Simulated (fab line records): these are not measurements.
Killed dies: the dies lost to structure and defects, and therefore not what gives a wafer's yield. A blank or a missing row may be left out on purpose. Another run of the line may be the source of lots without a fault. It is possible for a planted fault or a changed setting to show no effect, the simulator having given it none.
Split-lot experiment | flow n5Finfet | 21 wafers read from 7 lots, route of 1938 steps

== THE SPLIT ==
At N5_BEOL_M8_PECVD_70 (deposits SiO2 from TEOS/O2, target thk 20 nm, time 22.7 s), the setting tempC was moved away from the recipe's 400 C on 5 of the 21 wafers read, by -4.3% to -1.5%. All remaining wafers had this setting at the recipe value.

The split's own step is where the reading is taken.

== THE READING ==
SiO2_of_BEOL_M8_PECVD_70.thkNm (the simulator's own value, which no gauge read), in nm, at N5_BEOL_M8_PECVD_70 (deposits SiO2 from TEOS/O2, target thk 20 nm, time 22.7 s). No usual value for it is given in the file. Average 20.0 nm, standard deviation 0.32 nm, over the 16 wafers here run with the recipe.

wafer  | tool, chamber at the split | tempC as run, C | against the recipe | SiO2_of_BEOL_M8_PECVD_70.thkNm, nm | against lot-mates on the recipe
L074.1 | pecvd-01, 1                | 400             | recipe             | 20                                 | -
L074.3 | pecvd-01, 0                | 388.3           | -2.9%              | 20.8                               | +0.6
L074.6 | pecvd-01, 1                | 400             | recipe             | 20.4                               | -
L076.2 | pecvd-01, 0                | 400             | recipe             | 19.6                               | -
L076.3 | pecvd-01, 2                | 400             | recipe             | 20                                 | -
L076.4 | pecvd-01, 1                | 400             | recipe             | 20.4                               | -
L078.4 | pecvd-01, 2,1              | 400             | recipe             | 20.4                               | -
L078.6 | pecvd-01, 2,1              | 400             | recipe             | 20.4                               | -
L078.5 | pecvd-01, 0                | 400             | recipe             | 20.2                               | -
L082.2 | pecvd-01, 2,0              | 382.8           | -4.3%              | 21.8                               | +2.0
L082.6 | pecvd-01, 2,0              | 382.8           | -4.3%              | 21.8                               | +2.0
L082.4 | pecvd-01, 2                | 400             | recipe             | 19.8                               | -
L084.2 | pecvd-03, 0,1              | 400             | recipe             | 19.8                               | -
L084.6 | pecvd-03, 0,1              | 400             | recipe             | 19.8                               | -
L084.4 | pecvd-03, 2                | 400             | recipe             | 20                                 | -
L085.3 | pecvd-01, 0                | 400             | recipe             | 19.6                               | -
L085.4 | pecvd-01, 2                | 394.1           | -1.5%              | 20.8                               | +1.2
L085.5 | pecvd-01, 0                | 394.1           | -1.5%              | 20.6                               | +1.0
L093.1 | pecvd-03, 1                | 400             | recipe             | 19.4                               | -
L093.4 | pecvd-03, 2                | 400             | recipe             | 19.6                               | -
L093.6 | pecvd-03, 0                | 400             | recipe             | 20                                 | -
Where a row lists several chambers, the file gives one row for several wafers and doesn't say which wafer went through which chamber.

FIT RESULTS
A straight line over all 21 wafers: SiO2_of_BEOL_M8_PECVD_70.thkNm changes by -0.408 nm for each +1% of tempC; r = -0.89; the points scatter about the line by 0.31 nm.
The same after taking each lot's own level away (the mean of its wafers on the recipe; 21 wafers): -0.439 nm for each +1%; r = -0.91; scatter 0.29 nm.
On that fit, the largest move of tempC shifts the reading by 1.9 nm.
Measured against the standard deviation above, the lots' own levels, which go from 19.60 to 20.33 nm, span 2.3 times it.
Hence the lot-to-lot level has little effect on the slope; both slopes agree.
Check: +1.85 nm against its lot-mates is what the line predicts for one of the wafers moved furthest among these (-4.3%) when that wafer is left out of the fit. Against them it came out at +2 nm.

== FURTHER SPLITS ON THESE WAFERS ==
Other splits were also applied to these wafers ahead of the reading. Each is held against what the fit with the lots' levels taken away leaves over:
other split on the same wafers  | wafers away from the commonest value | r with SiO2_of_BEOL_M8_PECVD_70.thkNm (lot level and that fit taken away)
N5_BEOL_M5_EXPOSE_25 doseMj     | 4                                    | +0.13
N5_BEOL_M6_TRENCH_ETCH_37 biasW | 8                                    | +0.11

== THE FILE'S OWN FIT ==
SiO2_of_BEOL_M8_PECVD_70.thkNm changes by -0.41 nm for each +1% of tempC, r = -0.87.
